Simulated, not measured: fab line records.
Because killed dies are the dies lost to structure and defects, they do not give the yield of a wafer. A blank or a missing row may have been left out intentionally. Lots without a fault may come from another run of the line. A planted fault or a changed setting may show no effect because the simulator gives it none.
Matching of chambers ; flow n5Finfet ; 3 sister chambers for N5_BEOL_M7_CURE_74 on uvCure-03
The step cures SiCOH lowk, time 240 s. 3 wafers are shown with their chamber, then 10 later ones without.

== WAFERS WITH THEIR CHAMBER ==
wafer;chamber;wafer_temp_C_max
L077.6;2;387.7
L083.6;0;386.4
L090.4;1;386.0

== WAFERS WITH NO CHAMBER GIVEN ==
wafer;wafer_temp_C_max
L090.6;386.9
L092.3;388.3
L092.4;388.0
L092.5;388.9
L091.2;386.4
L091.4;387.3
L091.6;386.6
L097.1;386.9
L097.4;386.5
L097.6;386.6

== WHICH CHAMBER EACH ONE RAN IN ==
wafer;from the rows above;in truth
L090.6;can't be placed: 0 or 2 or 1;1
L092.3;2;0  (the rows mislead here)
L092.4;2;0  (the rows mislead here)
L092.5;2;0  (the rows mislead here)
L091.2;can't be placed: 0 or 1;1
L091.4;can't be placed: 2 or 0 or 1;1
L091.6;can't be placed: 0 or 1 or 2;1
L097.1;can't be placed: 0 or 2 or 1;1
L097.4;can't be placed: 0 or 1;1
L097.6;can't be placed: 0 or 1 or 2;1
Correctly placed: 0 of 10. Can't be placed from these rows: 7 (the true chamber is among the candidates in 7). 3 placed wrongly.
How it was worked out, from the rows above alone: a wafer's distance from a chamber is the root of the sum, over the readings, of the square of ((its reading less the chamber's mean) divided by the reading's scatter). The wafer belongs to the nearest chamber; if the next one is less than 2 further off, it can't be placed. A chamber's mean is the mean of its shown wafers. The scatter (one wafer shown for each chamber): square how far every hidden wafer sits from the nearest shown wafer, average those squares and take the square root.
